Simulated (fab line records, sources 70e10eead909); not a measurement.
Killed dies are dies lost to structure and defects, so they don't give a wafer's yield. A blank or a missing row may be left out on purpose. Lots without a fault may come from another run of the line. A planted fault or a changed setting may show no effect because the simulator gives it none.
A struck lot beside a sound one | flow nand_harc | 14 steps out of a route of 1302
Sound: wafers L175.1, L175.4, L175.5. Struck: wafers L191.1, L191.4, L191.6. The cause comes at the end.
At each step with rows: each side's tool, then ch and its chambers, then its first start. Under that, the readings that differ: sound wafers | struck wafers | difference of the means | sigmas: that difference in standard deviations of wafers without a fault.
alike: readings whose means differ by less than 2 such deviations, and words and numbers that are the same on both sides. not compared: withheld readings, readings that some wafer has no value for, bounds like >300 that may hide the same value, and numbers for which the record gives no deviation and whose values overlap.
The two part at a step that has a row with sigmas, a row that says differs or no value, or rows on one side only. Numbers that don't overlap but have no deviation are shown without sigmas and don't part them. A reading that every wafer of one side lacks parts them only if that side has two wafers or more.

first, 1 step without rows for these wafers: NHARC_A_DECK1_JOINT_SRD_15.
NHARC_A_DECK1_JOINT_DEP_16: deposits SiO2, target thk 45 nm.
  sound on pecvd-03 ch 0,1,2, day 13 13:56; struck on pecvd-03 ch 0,1,2, day 20 01:11
  alike: chamber_pressure_Torr, flow_sccm, heater_power_outer_w, heater_power_w, throttle_valve_pct
NHARC_A_DECK1_JOINT_THK_MEAS_17: measures by ellipsometry.
  sound on film_metro-01, day 13 14:10; struck on film_metro-02, day 20 01:28
  alike: thk_nm
NHARC_A_DECK1_JOINT_INSPECT_05:
  sound on defect_inspect-02, day 13 14:12; struck on defect_inspect-02, day 20 01:30
  alike: raw_defect_count
then, 1 step without rows for these wafers: NHARC_A_ONON_D2_DEP_00 (target thk 1000 nm).
NHARC_A_ONON_D2_THK_MEAS_02: measures by ellipsometry.
  sound on film_metro-02, day 13 14:46; struck on film_metro-02, day 20 02:12
  alike: thk_nm
then, 1 step without rows for these wafers: NHARC_A_ONON_D2_DEP_03 (target thk 1000 nm).
NHARC_A_ONON_D2_THK_MEAS_05: measures by ellipsometry.
  sound on film_metro-01, day 13 15:28; struck on film_metro-01, day 20 02:54
  alike: thk_nm
then, 1 step without rows for these wafers: NHARC_A_ONON_D2_DEP_06 (target thk 1000 nm).
NHARC_A_ONON_D2_THK_MEAS_08: measures by ellipsometry.
  sound on film_metro-02, day 13 16:02; struck on film_metro-02, day 20 03:28
  alike: thk_nm
then, 1 step without rows for these wafers: NHARC_A_ONON_D2_DEP_09 (target thk 1000 nm).
NHARC_A_ONON_D2_THK_MEAS_11: measures by ellipsometry.
  sound on film_metro-01, day 13 16:36; struck on film_metro-02, day 20 04:09
  alike: thk_nm
NHARC_A_ONON_D2_DEP_12: target thk 1000 nm.
  sound on pecvd_onon-03 ch 0, day 13 16:40; struck on pecvd_onon-03, day 20 04:13
  no value came back on the struck wafers for n2_flow_sccm (sccm), n2o_flow_sccm (sccm), nh3_flow_sccm (sccm); on the sound wafers n2_flow_sccm (sccm) reads 2750 2744 2747
-- the record jumps here: 13 days lie between the struck wafers' starts before and after (it left off in module A_ONON_D2 and takes up again in module END, whose first step shown is number 1302 of the route) --
NHARC_END_SORT_01:
  the record has rows for the struck wafers here (prober-01 ch 0, day 33 01:15) and none for the sound ones

WHERE THEY PART
First at NHARC_A_ONON_D2_DEP_12; last, within this record, at NHARC_END_SORT_01.

WHY: what the simulator had put in
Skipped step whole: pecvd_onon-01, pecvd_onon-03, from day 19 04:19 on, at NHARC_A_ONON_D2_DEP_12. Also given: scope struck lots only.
